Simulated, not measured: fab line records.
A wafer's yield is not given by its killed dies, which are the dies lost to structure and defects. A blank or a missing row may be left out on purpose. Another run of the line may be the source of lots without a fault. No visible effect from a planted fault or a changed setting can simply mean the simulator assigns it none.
fab line records | flow nand-harc
record: lots: 5 | wafers: 15 | last-day: 32
route steps=1302 shown A_CHANNEL_FILL_D1@515 A_DECK1_JOINT@518 END@1302
lots that met no fault: taken from a fault-free run of the same line
start-h: hours from the record's first day to the start of the lot's first wafer shown | wait-h: how many hours have passed since the lot's step before this one | " same as the row above | L1.1+2: several wafers, shown together as one row | - no value present, or no start provided | * or withheld: withheld | < > ~ a bound
route shown NAME@n: NAME is a module with steps in the file, n the number in the route of the first one | usual: mean/standard deviation of fault-free wafers | same: alike in all rows | chamber/n: place in a boat | sites: the reading at each site | _std_site: standard deviation across them | _edge_site: outer sites' mean less inner sites' | radius-mm: how far each site lies from the wafer's centre | mask NAME#n: copy n | behind: the tool/chamber that last shaped the wafer | hold: why the lot was held/for how many hours/how that ended | device: whichever transistor did not switch (one of n, p or np) | end of line: the same wafers' tests at the end of the route | a step given without rows: its recipe and nothing more | killed: dies that structure and defects cost at the first sort, which is not the same as the wafer's yield | map: the dies of a wafer, with x for killed, . for not killed, _ for no die there
set.NAME: the setting that was run; set.NAME@STEP: the one run at that earlier step | model.NAME: the simulator's own value behind a step, which no gauge read
certain route steps with their lots: each step a table, each wafer a row
services: a tool's chamber out of use, with start hour (start-h, from the record's first day; less than 0 if before it), hours out, and reason
== steps ==
step: NHARC_A_CHANNEL_FILL_D1_SRD_12
step: NHARC_A_CHANNEL_FILL_D1_INSPECT_13
usual: raw-defect-count: 325/150
lot.wafer | tool              | chamber | start-h | wait-h | raw-defect-count
L735.2    | defect-inspect-01 | -       | 239.95  | 0.0    | 120
L735.5    | "                 | -       | "       | "      | 180
L735.6    | "                 | -       | "       | "      | 188
L734.3    | defect-inspect-02 | -       | 239.95  | 0.0    | 525
L734.4    | "                 | -       | "       | "      | 684
L734.6    | "                 | -       | "       | "      | 288
L743.1    | defect-inspect-01 | -       | 330.11  | 0.0    | 306
L743.3    | "                 | -       | "       | "      | 293
L743.6    | "                 | -       | "       | "      | 340
L753.1    | defect-inspect-02 | -       | 426.73  | 0.0    | 755
L753.4    | "                 | -       | "       | "      | 480
L753.5    | "                 | -       | "       | "      | 676
L755.1    | defect-inspect-01 | -       | 447.59  | 0.0    | 424
L755.4    | "                 | -       | "       | "      | 304
L755.5    | "                 | -       | "       | "      | 310
step: NHARC_A_DECK1_JOINT_ETCHBACK_07
recipe: target-depth-a: 1050 | time-s: 26.9 | hbr-flow-sccm: 150 | rf-w: 350 | icp-w: 350 | bias-w: 60 | chemistry: HBr
usual: drypump-motor-current-A: 5.7/0.39 | oes-product-au: 0.998/0.011 | rf-fwd-power-W: 344.1/1.9 | throttle-valve-pct: 23.265/0.0083
lot.wafer | tool      | chamber | start-h | wait-h | drypump-motor-current-A | oes-product-au | rf-fwd-power-W | rf-hours-counter-h | throttle-valve-pct
L735.2    | rie-si-04 | 3       | 240.02  | 0.1    | 5.5                     | 0.993          | 347.3          | 0.3                | 23.269
L735.5    | "         | 2       | "       | "      | 5.2                     | 0.993          | 344.4          | -                  | 23.269
L735.6    | "         | 3       | "       | "      | 5.5                     | 0.992          | 347.8          | -                  | 23.255
L734.3    | rie-si-06 | 1       | 240.03  | 0.1    | 4.8                     | 1.023          | 344.2          | 1.1                | 23.275
L734.4    | "         | 2       | "       | "      | 5.4                     | 1.005          | 342.0          | 1.0                | 23.258
L734.6    | "         | 0       | "       | "      | 6.2                     | 1.002          | 342.5          | -                  | 23.252
L743.1    | rie-si-04 | 3       | 330.17  | 0.1    | 5.5                     | 0.997          | 345.9          | 1.0                | 23.270
L743.3    | "         | 0       | "       | "      | 5.8                     | 0.994          | 344.7          | 0.8                | 23.278
L743.6    | "         | 0       | "       | "      | 5.8                     | 0.997          | 343.7          | -                  | 23.271
L753.4    | rie-si-04 | 3       | 426.79  | 0.1    | 5.5                     | 1.005          | 344.7          | 0.5                | 23.279
L753.1    | "         | 1       | "       | "      | 6.3                     | 0.995          | 346.6          | 0.5                | 23.274
L753.5    | "         | 0       | "       | "      | 5.8                     | 1.004          | 342.5          | -                  | 23.258
L755.4    | rie-si-06 | 2       | 447.65  | 0.1    | 5.4                     | 0.982          | 344.6          | 0.1                | 23.270
L755.1    | "         | 0       | "       | "      | 6.3                     | 0.990          | 342.2          | 0.1                | 23.263
L755.5    | "         | 2       | "       | "      | 5.4                     | 0.997          | 343.5          | -                  | 23.267
step: NHARC_A_DECK1_JOINT_ETCH_25
recipe: target-depth-a: 5 | chemistry: dHF | material: SiO2
step: NHARC_A_DECK1_JOINT_ETCH_19
recipe: temp-c: 25 | target-depth-a: 30 | chemistry: TMAH | material: poly-Si
step: NHARC_A_DECK1_JOINT_ETCH_18
recipe: target-depth-a: 30 | chemistry: dHF | material: SiO2
step: NHARC_A_DECK1_JOINT_WET_08
recipe: temp-c: 160 | time-s: 86 | chemistry: H3PO4
step: NHARC_A_DECK1_JOINT_ETCH_09
recipe: target-depth-a: 50 | chemistry: dHF | material: SiO2
step: NHARC_A_DECK1_JOINT_WET_10
recipe: temp-c: 160 | time-s: 86 | chemistry: H3PO4
step: NHARC_A_DECK1_JOINT_ETCH_11
recipe: target-depth-a: 350 | chemistry: dHF | material: SiO2
step: NHARC_A_DECK1_JOINT_CVD_12
recipe: target-thk-a: 900 | temp-c: 620 | pressure-mtorr: 200 | time-s: 1800 | material: poly-Si
step: NHARC_A_DECK1_JOINT_CMP_13
recipe: target-thk-nm: 51.023
usual: edge-zone-pressure-frac: 1.000/0.0055 | motor-current-A: 11.6/1 | time-to-endpoint-s: 8.6/2.6
lot.wafer | tool   | chamber | start-h | wait-h | edge-zone-pressure-frac | motor-current-A | time-to-endpoint-s
L734.4    | cmp-01 | 3       | 254.03  | 0.4    | 1.003                   | 11.0            | 8.5
L734.3    | "      | 0       | "       | "      | 1.002                   | 13.1            | 11.9
L734.6    | "      | 2       | "       | "      | 1.000                   | 12.6            | 7.6
L735.2    | cmp-03 | 0       | 254.08  | 0.4    | 0.997                   | 10.4            | 8.6
L735.6    | "      | 1       | "       | "      | 1.001                   | 11.1            | 9.0
L735.5    | "      | 2       | "       | "      | 1.009                   | 11.1            | 8.6
L743.1    | cmp-01 | 2       | 340.31  | 0.4    | 0.994                   | 12.5            | 20.2
L743.3    | "      | 0       | "       | "      | 0.999                   | 12.6            | 14.6
L743.6    | "      | 2       | "       | "      | 0.998                   | 13.3            | 20.3
L753.1    | cmp-01 | 2       | 437.13  | 0.4    | 0.996                   | 12.4            | 8.1
L753.4    | "      | 3       | "       | "      | 0.991                   | 11.2            | 7.3
L753.5    | "      | 3       | "       | "      | 1.000                   | 10.8            | 7.6
L755.1    | cmp-04 | 1       | 457.98  | 0.4    | 0.993                   | 12.3            | 9.7
L755.4    | "      | 3       | "       | "      | 1.004                   | 10.3            | 6.4
L755.5    | "      | 0       | "       | "      | 1.007                   | 11.1            | 11.1
step: NHARC_A_DECK1_JOINT_THK_MEAS_14
recipe: thk-meas-gauge: ellipsometry
usual: thk-nm: 50.8/1.6
lot.wafer | tool          | chamber | start-h | wait-h | thk-nm
L734.3    | film-metro-02 | -       | 254.26  | 0.2    | 51.8
L734.4    | "             | -       | "       | "      | 52.8
L734.6    | "             | -       | "       | "      | 50.0
L735.2    | film-metro-01 | -       | 254.26  | 0.2    | 50.2
L735.5    | "             | -       | "       | "      | 49.7
L735.6    | "             | -       | "       | "      | 52.6
L743.1    | film-metro-01 | -       | 340.54  | 0.2    | 51.9
L743.3    | "             | -       | "       | "      | 53.2
L743.6    | "             | -       | "       | "      | 51.7
L753.1    | film-metro-02 | -       | 437.39  | 0.2    | 51.7
L753.4    | "             | -       | "       | "      | 49.9
L753.5    | "             | -       | "       | "      | 52.5
L755.1    | film-metro-02 | -       | 458.21  | 0.2    | 51.0
L755.4    | "             | -       | "       | "      | 46.1
L755.5    | "             | -       | "       | "      | 52.6
step: NHARC_END_SORT_01
recipe: temp-c: 25
usual: killed-at-array: 58/19 | killed-at-other: 1.1/1.2 | killed-at-periphery: 3.8/2.4 | killed-dies: 63/18 | killed-open: 3.3/1.8 | killed-short: 2.2/1.6
same: gross-dies: 677
lot.wafer | tool      | chamber | start-h | wait-h | killed-at-array | killed-at-other | killed-at-periphery | killed-dies | killed-open | killed-short
L735.2    | prober-01 | 0       | 563.07  | 2.8    | 47              | 0               | 3                   | 50          | 1           | 2
L735.5    | prober-01 | 0       | 565.46  | 3.7    | 42              | 0               | 0                   | 42          | 2           | 1
L735.6    | prober-01 | 0       | 566.26  | 4.0    | 46              | 0               | 3                   | 49          | 2           | 2
L734.3    | prober-02 | 0       | 569.68  | 3.1    | 50              | 2               | 2                   | 54          | 1           | 1
L734.4    | prober-02 | 0       | 570.49  | 3.4    | 49              | 1               | 3                   | 53          | 0           | 1
L734.6    | prober-02 | 0       | 572.11  | 4.0    | 72              | 2               | 4                   | 78          | 5           | 2
L743.1    | prober-01 | 0       | 661.05  | 2.5    | 22              | 1               | 6                   | 29          | 4           | 4
L743.3    | prober-01 | 0       | 662.65  | 3.1    | 18              | 0               | 4                   | 22          | 2           | 2
L743.6    | prober-01 | 0       | 665.04  | 4.0    | 20              | 1               | 7                   | 28          | 3           | 2
L753.1    | prober-01 | 0       | 751.33  | 2.5    | 20              | 1               | 8                   | 29          | 1           | 2
L753.4    | prober-01 | 0       | 753.72  | 3.4    | 31              | 3               | 10                  | 44          | 2           | 2
L753.5    | prober-01 | 0       | 754.51  | 3.7    | 34              | 0               | 7                   | 41          | 9           | 2
killed by level:class
L735.2 A_SLIT:chamber-film-flake=23 A_CHANNEL_HOLE_D2:chamber-film-flake=8 A_CONTACT:chamber-film-flake=7 A_WL_FILL:chamber-film-flake=3 P_BONDPAD:chamber-film-flake=2 A_STAIRCASE:chamber-film-flake=2 A_CHANNEL_FILL_D2:geometric-particle:open=1 A_CHANNEL_FILL_D2:geometric-particle:short=1
L735.5 A_SLIT:chamber-film-flake=21 A_CHANNEL_HOLE_D2:chamber-film-flake=7 A_CONTACT:chamber-film-flake=5 A_STAIRCASE:chamber-film-flake=3 A_CHANNEL_HOLE_D1:chamber-film-flake=2 A_DECK1_JOINT:geometric-particle:open=1 A_BLC:geometric-particle:short=1 A_M0:geometric-particle:open=1
L735.6 A_SLIT:chamber-film-flake=26 A_CONTACT:chamber-film-flake=6 A_CHANNEL_HOLE_D2:chamber-film-flake=5 P_ZERO_WELL:chamber-film-flake=2 A_WL_FILL:chamber-film-flake=2 A_CHANNEL_FILL_D1:geometric-particle:short=1 A_ONON_D2:geometric-particle:open=1 A_SGD_CUT:geometric-particle:short=1
L734.3 A_CHANNEL_HOLE_D2:chamber-film-flake=26 A_CHANNEL_HOLE_D1:chamber-film-flake=16 A_CHANNEL_FILL_D1:chamber-film-flake=2 A_STAIRCASE:chamber-film-flake=2 A_CONTACT:chamber-film-flake=2 A_ONON_D2:geometric-particle:short=1 P_GATE:chamber-film-flake=1 P_M2:chamber-film-flake=1
L734.4 A_CHANNEL_HOLE_D1:chamber-film-flake=21 A_CHANNEL_HOLE_D2:chamber-film-flake=13 A_SGD_CUT:chamber-film-flake=4 A_WL_FILL:chamber-film-flake=4 A_CONTACT:chamber-film-flake=4 A_WL_FILL:geometric-particle:short=1 P_ZERO_WELL:chamber-film-flake=1 P_CONTACT:chamber-film-flake=1
L734.6 A_CHANNEL_HOLE_D1:chamber-film-flake=33 A_CHANNEL_HOLE_D2:chamber-film-flake=24 A_STAIRCASE:chamber-film-flake=5 A_CONTACT:chamber-film-flake=3 P_CONTACT:geometric-particle:open=2 A_WL_FILL:chamber-film-flake=2 P_M1:geometric-particle:open=1 A_CHANNEL_HOLE_D2:geometric-particle:short=1
L743.1 A_CHANNEL_HOLE_D1:chamber-film-flake=7 P_GATE:chamber-film-flake=4 A_CHANNEL_HOLE_D2:unspecified=4 A_STAIRCASE:chamber-film-flake=2 A_SLIT:chamber-film-flake=2 P_GATE:geometric-particle:open=1 P_M0:geometric-particle:short=1 A_SOURCE_PLATE:geometric-particle:short=1
L743.3 A_CHANNEL_HOLE_D1:chamber-film-flake=7 P_GATE:chamber-film-flake=4 A_CHANNEL_HOLE_D2:unspecified=3 A_CONTACT:chamber-film-flake=2 A_CHANNEL_FILL_D1:geometric-particle:open=1 A_DECK1_JOINT:geometric-particle:short=1 A_DECK1_JOINT:geometric-particle:open=1 A_STAIRCASE:geometric-particle:short=1
L743.6 A_CHANNEL_HOLE_D1:chamber-film-flake=6 P_GATE:chamber-film-flake=4 A_SLIT:chamber-film-flake=3 A_CONTACT:chamber-film-flake=3 P_STI:chamber-film-flake=2 P_M2:geometric-particle:short=1 A_DECK1_JOINT:geometric-particle:open=1 A_WL_FILL:geometric-particle:short=1
L753.1 A_CHANNEL_HOLE_D1:chamber-film-flake=13 P_CONTACT:chamber-film-flake=7 A_SLIT:chamber-film-flake=3 P_ZERO_WELL:chamber-film-flake=1 A_ONON_D1:geometric-particle:short=1 A_WL_FILL:geometric-particle:short=1 A_M1:geometric-particle:open=1 A_CONTACT:chamber-film-flake=1
L753.4 A_CHANNEL_HOLE_D1:chamber-film-flake=14 A_STAIRCASE:chamber-film-flake=6 A_SLIT:chamber-film-flake=6 P_CONTACT:chamber-film-flake=5 P_GATE:chamber-film-flake=3 A_CONTACT:chamber-film-flake=2 THIN_TSV:chamber-film-flake=2 P_CONTACT:geometric-particle:open=1
L753.5 A_CHANNEL_HOLE_D1:chamber-film-flake=15 A_SLIT:chamber-film-flake=6 A_CONTACT:chamber-film-flake=3 P_M0:geometric-particle:open=2 A_DECK1_JOINT:geometric-particle:open=2 A_M1:geometric-particle:open=2 A_WL_FILL:chamber-film-flake=2 P_GATE:geometric-particle:open=1
== services ==
tool      | chamber | start-h | hours | kind
cmp-03    | -       | 230.18  | 1.7   | repair
cmp-01    | -       | 237.91  | 0.8   | repair
cmp-03    | -       | 241.71  | 1.2   | repair
rie-si-06 | -       | 249.00  | 9.0   | pm
cmp-03    | -       | 260.00  | 4.0   | pm
cmp-01    | -       | 291.53  | 4.0   | pm
cmp-01    | -       | 295.53  | -     | consumable-replace:conditioner
cmp-01    | -       | 295.53  | -     | consumable-replace:pad
cmp-03    | -       | 306.77  | 0.3   | repair
cmp-04    | -       | 307.00  | 4.0   | pm
rie-si-06 | 0       | 333.36  | 11.3  | repair
rie-si-06 | 3       | 339.46  | 5.9   | repair
rie-si-04 | -       | 342.00  | 9.0   | pm
cmp-03    | -       | 358.00  | 4.0   | pm
rie-si-04 | 2       | 364.32  | 8.1   | repair
cmp-04    | -       | 379.95  | 0.9   | repair
cmp-01    | -       | 389.53  | 4.0   | pm
cmp-03    | -       | 400.89  | 2.4   | repair
cmp-04    | -       | 405.00  | 4.0   | pm
cmp-03    | -       | 413.92  | 1.8   | repair
cmp-03    | -       | 418.65  | 2.6   | repair
rie-si-06 | -       | 426.00  | 9.0   | pm
cmp-03    | -       | 454.05  | 1.7   | repair
cmp-03    | -       | 456.00  | 4.0   | pm
== key ==
first-sign: step: NHARC_A_DECK1_JOINT_CMP_13 | reading: time-to-endpoint-s | direction: up | sigmas: 4.4 | usual: * | struck: *
effect none on later readings
met-at NHARC_A_DECK1_JOINT_CMP_13
struck-wafers L743.1,L743.6
tester-left-out L743
onset-between 254.03 340.31
fault: kind: process-parameter-drift | tool: cmp-01 | chamber: 2 | onset-h: 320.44 | steps: NHARC_A_DECK1_JOINT_CMP_13 | channel: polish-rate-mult | offset: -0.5 | shape: step | end-h: 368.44
tester-left-out: of these lots the tester's yield and bins aren't shown, on N5 and GAA mostly nor the transistor test; their killed dies are dies lost to structure and defects alone, not to doping, threshold or leakage, so they don't give the yield
